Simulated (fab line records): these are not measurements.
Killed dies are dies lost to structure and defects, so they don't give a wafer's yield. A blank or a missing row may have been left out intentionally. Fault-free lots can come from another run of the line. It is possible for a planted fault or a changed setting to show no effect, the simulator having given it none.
The tool behind it: which one? || flow nand_harc || 24 lots with 72 wafers sampled at 4 steps, on a route of 1302 steps

WHAT THE GAUGES SHOWED, per wafer
NHARC_P_CONTACT_CD_MEAS_19.
{"lot": "L074", "measured": "day 6 02:41", "on": "cd_sem-02", "cd_nm (nm)": "89.1 91.6 88.2"}
{"lot": "L075", "measured": "day 6 11:01", "on": "cd_sem-03", "cd_nm (nm)": "89.8 89.8 85.4"}
{"lot": "L076", "measured": "day 6 15:38", "on": "cd_sem-02", "cd_nm (nm)": "83.3 83.4 85.1"}
{"lot": "L077", "measured": "day 7 03:12", "on": "cd_sem-01", "cd_nm (nm)": "83.7 91.4 88.1"}
{"lot": "L078", "measured": "day 7 23:24", "on": "cd_sem-01", "cd_nm (nm)": "89.4 87.5 89.3"}
{"lot": "L079", "measured": "day 8 00:28", "on": "cd_sem-03", "cd_nm (nm)": "89.9 90.0 90.1"}
{"lot": "L080", "measured": "day 8 08:19", "on": "cd_sem-02", "cd_nm (nm)": "89.7 91.7 91.6"}
{"lot": "L081", "measured": "day 9 06:16", "on": "cd_sem-03", "cd_nm (nm)": "92.0 90.5 89.0"}
{"lot": "L082", "measured": "day 9 10:52", "on": "cd_sem-02", "cd_nm (nm)": "90.4 91.5 91.6"}
{"lot": "L083", "measured": "day 9 17:50", "on": "cd_sem-03", "cd_nm (nm)": "87.5 89.1 91.4"}
{"lot": "L084", "measured": "day 10 01:53", "on": "cd_sem-02", "cd_nm (nm)": "90.6 90.9 93.9"}
{"lot": "L085", "measured": "day 10 13:46", "on": "cd_sem-02", "cd_nm (nm)": "87.7 86.3 91.6"}
{"lot": "L086", "measured": "day 10 20:35", "on": "cd_sem-03", "cd_nm (nm)": "88.4 88.3 90.8"}
{"lot": "L089", "measured": "day 11 20:52", "on": "cd_sem-02", "cd_nm (nm)": "90.4 90.1 90.6"}
{"lot": "L088", "measured": "day 11 21:51", "on": "cd_sem-03", "cd_nm (nm)": "88.0 84.7 88.7"}
{"lot": "L087", "measured": "day 12 00:34", "on": "cd_sem-03", "cd_nm (nm)": "87.6 91.0 88.2"}
{"lot": "L090", "measured": "day 12 16:52", "on": "cd_sem-01", "cd_nm (nm)": "91.9 90.0 87.7"}
{"lot": "L091", "measured": "day 13 00:52", "on": "cd_sem-03", "cd_nm (nm)": "89.0 88.7 90.2"}
{"lot": "L092", "measured": "day 13 07:42", "on": "cd_sem-01", "cd_nm (nm)": "88.2 89.5 84.9"}
{"lot": "L093", "measured": "day 13 21:40", "on": "cd_sem-03", "cd_nm (nm)": "90.2 91.8 91.0"}
{"lot": "L095", "measured": "day 14 12:08", "on": "cd_sem-03", "cd_nm (nm)": "91.1 93.2 86.4"}
{"lot": "L094", "measured": "day 14 12:53", "on": "cd_sem-03", "cd_nm (nm)": "88.4 92.8 87.2"}
{"lot": "L096", "measured": "day 15 05:25", "on": "cd_sem-03", "cd_nm (nm)": "91.6 92.0 91.0"}
{"lot": "L097", "measured": "day 15 09:39", "on": "cd_sem-03", "cd_nm (nm)": "93.3 92.9 91.1"}

NHARC_P_M2_INSPECT_27.
{"lot": "L074", "measured": "day 6 16:39", "on": "defect_inspect-01", "raw_defect_count": "151 236 250"}
{"lot": "L075", "measured": "day 7 01:22", "on": "defect_inspect-01", "raw_defect_count": "301 263 285"}
{"lot": "L076", "measured": "day 7 05:56", "on": "defect_inspect-02", "raw_defect_count": "737 203 405"}
{"lot": "L077", "measured": "day 7 17:24", "on": "defect_inspect-01", "raw_defect_count": "246 201 220"}
{"lot": "L078", "measured": "day 8 13:36", "on": "defect_inspect-01", "raw_defect_count": "343 345 328"}
{"lot": "L079", "measured": "day 8 14:24", "on": "defect_inspect-01", "raw_defect_count": "220 260 283"}
{"lot": "L080", "measured": "day 8 22:37", "on": "defect_inspect-01", "raw_defect_count": "236 435 444"}
{"lot": "L081", "measured": "day 9 20:19", "on": "defect_inspect-01", "raw_defect_count": "346 334 179"}
{"lot": "L082", "measured": "day 10 00:56", "on": "defect_inspect-02", "raw_defect_count": "202 183 141"}
{"lot": "L083", "measured": "day 10 07:58", "on": "defect_inspect-02", "raw_defect_count": "383 376 229"}
{"lot": "L084", "measured": "day 10 16:13", "on": "defect_inspect-02", "raw_defect_count": "281 371 173"}
{"lot": "L085", "measured": "day 11 03:43", "on": "defect_inspect-02", "raw_defect_count": "218 232 330"}
{"lot": "L086", "measured": "day 11 10:33", "on": "defect_inspect-01", "raw_defect_count": "308 298 222"}
{"lot": "L089", "measured": "day 12 11:06", "on": "defect_inspect-01", "raw_defect_count": "565 265 453"}
{"lot": "L088", "measured": "day 12 11:54", "on": "defect_inspect-01", "raw_defect_count": "290 264 248"}
{"lot": "L087", "measured": "day 12 14:25", "on": "defect_inspect-02", "raw_defect_count": "195 219 186"}
{"lot": "L090", "measured": "day 13 07:31", "on": "defect_inspect-01", "raw_defect_count": "248 172 222"}
{"lot": "L091", "measured": "day 13 15:22", "on": "defect_inspect-02", "raw_defect_count": "240 415 245"}
{"lot": "L092", "measured": "day 13 22:26", "on": "defect_inspect-01", "raw_defect_count": "624 269 272"}
{"lot": "L093", "measured": "day 14 11:53", "on": "defect_inspect-02", "raw_defect_count": "283 398 286"}
{"lot": "L095", "measured": "day 15 02:36", "on": "defect_inspect-02", "raw_defect_count": "267 198 209"}
{"lot": "L094", "measured": "day 15 03:02", "on": "defect_inspect-01", "raw_defect_count": "292 262 211"}
{"lot": "L096", "measured": "day 15 19:16", "on": "defect_inspect-01", "raw_defect_count": "304 252 284"}
{"lot": "L097", "measured": "day 16 00:29", "on": "defect_inspect-02", "raw_defect_count": "229 417 297"}

TOOL THAT RAN EACH LOT (tool first, then ch and the chambers of the sampled wafers, then the start)
{"lot": "L074", "NHARC_P_M1_PRE_CLEAN_32": "pecvd-02 ch 0,2, day 6 12:34", "NHARC_P_M2_ANNEAL_31": "rtp_anneal-02 ch 0, day 6 15:53"}
{"lot": "L075", "NHARC_P_M1_PRE_CLEAN_32": "pecvd-04 ch 1,2, day 6 21:02", "NHARC_P_M2_ANNEAL_31": "rtp_anneal-01 ch 0, day 7 00:33"}
{"lot": "L076", "NHARC_P_M1_PRE_CLEAN_32": "pecvd-03 ch 1,2, day 7 01:48", "NHARC_P_M2_ANNEAL_31": "rtp_anneal-02 ch 0, day 7 05:07"}
{"lot": "L077", "NHARC_P_M1_PRE_CLEAN_32": "pecvd-02 ch 0,1,2, day 7 13:10", "NHARC_P_M2_ANNEAL_31": "rtp_anneal-02 ch 0, day 7 16:35"}
{"lot": "L078", "NHARC_P_M1_PRE_CLEAN_32": "pecvd-03 ch 0,1,2, day 8 09:26", "NHARC_P_M2_ANNEAL_31": "rtp_anneal-02 ch 0, day 8 12:46"}
{"lot": "L079", "NHARC_P_M1_PRE_CLEAN_32": "pecvd-04 ch 0,2, day 8 10:23", "NHARC_P_M2_ANNEAL_31": "rtp_anneal-01 ch 0, day 8 13:40"}
{"lot": "L080", "NHARC_P_M1_PRE_CLEAN_32": "pecvd-02 ch 1,2, day 8 18:33", "NHARC_P_M2_ANNEAL_31": "rtp_anneal-02 ch 0, day 8 21:51"}
{"lot": "L081", "NHARC_P_M1_PRE_CLEAN_32": "pecvd-02 ch 0,1, day 9 16:13", "NHARC_P_M2_ANNEAL_31": "rtp_anneal-01 ch 0, day 9 19:29"}
{"lot": "L082", "NHARC_P_M1_PRE_CLEAN_32": "pecvd-03 ch 1,2, day 9 20:53", "NHARC_P_M2_ANNEAL_31": "rtp_anneal-01 ch 0, day 10 00:07"}
{"lot": "L083", "NHARC_P_M1_PRE_CLEAN_32": "pecvd-03 ch 0,1,2, day 10 03:46", "NHARC_P_M2_ANNEAL_31": "rtp_anneal-02 ch 0, day 10 07:13"}
{"lot": "L084", "NHARC_P_M1_PRE_CLEAN_32": "pecvd-04 ch 0,2, day 10 12:06", "NHARC_P_M2_ANNEAL_31": "rtp_anneal-01 ch 0, day 10 15:25"}
{"lot": "L085", "NHARC_P_M1_PRE_CLEAN_32": "pecvd-04 ch 0,1,2, day 10 23:49", "NHARC_P_M2_ANNEAL_31": "rtp_anneal-01 ch 0, day 11 03:03"}
{"lot": "L086", "NHARC_P_M1_PRE_CLEAN_32": "pecvd-02 ch 0,1, day 11 06:28", "NHARC_P_M2_ANNEAL_31": "rtp_anneal-02 ch 0, day 11 09:44"}
{"lot": "L089", "NHARC_P_M1_PRE_CLEAN_32": "pecvd-02 ch 1,2, day 12 06:59", "NHARC_P_M2_ANNEAL_31": "rtp_anneal-02 ch 0, day 12 10:23"}
{"lot": "L088", "NHARC_P_M1_PRE_CLEAN_32": "pecvd-03 ch 0,2, day 12 07:48", "NHARC_P_M2_ANNEAL_31": "rtp_anneal-01 ch 0, day 12 11:10"}
{"lot": "L087", "NHARC_P_M1_PRE_CLEAN_32": "pecvd-02 ch 0,1,2, day 12 10:26", "NHARC_P_M2_ANNEAL_31": "rtp_anneal-02 ch 0, day 12 13:36"}
{"lot": "L090", "NHARC_P_M1_PRE_CLEAN_32": "pecvd-03 ch 0,1,2, day 13 03:26", "NHARC_P_M2_ANNEAL_31": "rtp_anneal-01 ch 0, day 13 06:51"}
{"lot": "L091", "NHARC_P_M1_PRE_CLEAN_32": "pecvd-04 ch 1,2, day 13 11:26", "NHARC_P_M2_ANNEAL_31": "rtp_anneal-02 ch 0, day 13 14:32"}
{"lot": "L092", "NHARC_P_M1_PRE_CLEAN_32": "pecvd-02 ch 0, day 13 18:01", "NHARC_P_M2_ANNEAL_31": "rtp_anneal-02 ch 0, day 13 21:24"}
{"lot": "L093", "NHARC_P_M1_PRE_CLEAN_32": "pecvd-02 ch 0,1, day 14 07:47", "NHARC_P_M2_ANNEAL_31": "rtp_anneal-01 ch 0, day 14 11:10"}
{"lot": "L095", "NHARC_P_M1_PRE_CLEAN_32": "pecvd-02 ch 0,1, day 14 22:05", "NHARC_P_M2_ANNEAL_31": "rtp_anneal-02 ch 0, day 15 01:47"}
{"lot": "L094", "NHARC_P_M1_PRE_CLEAN_32": "pecvd-02 ch 0,1, day 14 22:58", "NHARC_P_M2_ANNEAL_31": "rtp_anneal-02 ch 0, day 15 02:13"}
{"lot": "L096", "NHARC_P_M1_PRE_CLEAN_32": "pecvd-03 ch 0,1, day 15 15:08", "NHARC_P_M2_ANNEAL_31": "rtp_anneal-02 ch 0, day 15 18:26"}
{"lot": "L097", "NHARC_P_M1_PRE_CLEAN_32": "pecvd-04 ch 1,2, day 15 20:22", "NHARC_P_M2_ANNEAL_31": "rtp_anneal-01 ch 0, day 15 23:43"}
- NHARC_P_M1_PRE_CLEAN_32: time 12 s.
- NHARC_P_M2_ANNEAL_31: time 90 s.

AS READ BY THE TOOLS THEMSELVES (means over the sampled wafers that have a number; for cases with no such wafer, the mark the record gives instead)
NHARC_P_M1_PRE_CLEAN_32.
{"lot": "L074", "tool": "pecvd-02", "heater_power_w (W)": 596}
{"lot": "L075", "tool": "pecvd-04", "heater_power_w (W)": 714}
{"lot": "L076", "tool": "pecvd-03", "heater_power_w (W)": 529}
{"lot": "L077", "tool": "pecvd-02", "heater_power_w (W)": 588}
{"lot": "L078", "tool": "pecvd-03", "heater_power_w (W)": 557}
{"lot": "L079", "tool": "pecvd-04", "heater_power_w (W)": 787}
{"lot": "L080", "tool": "pecvd-02", "heater_power_w (W)": 520}
{"lot": "L081", "tool": "pecvd-02", "heater_power_w (W)": 644}
{"lot": "L082", "tool": "pecvd-03", "heater_power_w (W)": 544}
{"lot": "L083", "tool": "pecvd-03", "heater_power_w (W)": 589}
{"lot": "L084", "tool": "pecvd-04", "heater_power_w (W)": 743}
{"lot": "L085", "tool": "pecvd-04", "heater_power_w (W)": 724}
{"lot": "L086", "tool": "pecvd-02", "heater_power_w (W)": 583}
{"lot": "L089", "tool": "pecvd-02", "heater_power_w (W)": 516}
{"lot": "L088", "tool": "pecvd-03", "heater_power_w (W)": 522}
{"lot": "L087", "tool": "pecvd-02", "heater_power_w (W)": 568}
{"lot": "L090", "tool": "pecvd-03", "heater_power_w (W)": 584}
{"lot": "L091", "tool": "pecvd-04", "heater_power_w (W)": 599}
{"lot": "L092", "tool": "pecvd-02", "heater_power_w (W)": 638}
{"lot": "L093", "tool": "pecvd-02", "heater_power_w (W)": 588}
{"lot": "L095", "tool": "pecvd-02", "heater_power_w (W)": 596}
{"lot": "L094", "tool": "pecvd-02", "heater_power_w (W)": 587}
{"lot": "L096", "tool": "pecvd-03", "heater_power_w (W)": 558}
{"lot": "L097", "tool": "pecvd-04", "heater_power_w (W)": 645}

NHARC_P_M2_ANNEAL_31.
{"lot": "L074", "tool": "rtp_anneal-02", "wafer_temp_C_max": 226.07}
{"lot": "L075", "tool": "rtp_anneal-01", "wafer_temp_C_max": 226.23}
{"lot": "L076", "tool": "rtp_anneal-02", "wafer_temp_C_max": 226.44}
{"lot": "L077", "tool": "rtp_anneal-02", "wafer_temp_C_max": 226.18}
{"lot": "L078", "tool": "rtp_anneal-02", "wafer_temp_C_max": 226.35}
{"lot": "L079", "tool": "rtp_anneal-01", "wafer_temp_C_max": 226.15}
{"lot": "L080", "tool": "rtp_anneal-02", "wafer_temp_C_max": 226.17}
{"lot": "L081", "tool": "rtp_anneal-01", "wafer_temp_C_max": 226.32}
{"lot": "L082", "tool": "rtp_anneal-01", "wafer_temp_C_max": 226.39}
{"lot": "L083", "tool": "rtp_anneal-02", "wafer_temp_C_max": 226.12}
{"lot": "L084", "tool": "rtp_anneal-01", "wafer_temp_C_max": 226.11}
{"lot": "L085", "tool": "rtp_anneal-01", "wafer_temp_C_max": 226.37}
{"lot": "L086", "tool": "rtp_anneal-02", "wafer_temp_C_max": 226.15}
{"lot": "L089", "tool": "rtp_anneal-02", "wafer_temp_C_max": 225.99}
{"lot": "L088", "tool": "rtp_anneal-01", "wafer_temp_C_max": 226.91}
{"lot": "L087", "tool": "rtp_anneal-02", "wafer_temp_C_max": 226.04}
{"lot": "L090", "tool": "rtp_anneal-01", "wafer_temp_C_max": 226.30}
{"lot": "L091", "tool": "rtp_anneal-02", "wafer_temp_C_max": 226.54}
{"lot": "L092", "tool": "rtp_anneal-02", "wafer_temp_C_max": 226.01}
{"lot": "L093", "tool": "rtp_anneal-01", "wafer_temp_C_max": 226.14}
{"lot": "L095", "tool": "rtp_anneal-02", "wafer_temp_C_max": 226.18}
{"lot": "L094", "tool": "rtp_anneal-02", "wafer_temp_C_max": 226.37}
{"lot": "L096", "tool": "rtp_anneal-02", "wafer_temp_C_max": 226.35}
{"lot": "L097", "tool": "rtp_anneal-01", "wafer_temp_C_max": 226.39}

THE ANSWER, worked out from the rows above alone
Rule: what is usual is taken from the lots themselves. The widest of any qualifying gaps counts: lots, ordered by their means at a reading, are off when they make up no more than a third of the lots, leave a main group of 4 or more, and stand apart from it by 3 or more times the standard deviation of that group's means. A main group is skipped when, at the precision printed for the reading in the tables above, its means are all equal. A lot without any number at a reading at which 4 lots or more have one is off too. Where the step has rows for the other lots, those lots are counted as sound. First the gauges in route order, then the tools' own readings, where a lot's mean is used as printed above. The first step at which some lot is off is used, and at that step the reading that is off furthest; a lot without a number counts as furthest.
No lot is off on any of the readings shown, so nothing can be concluded from this.

WHAT THE SIMULATOR HAD PUT IN
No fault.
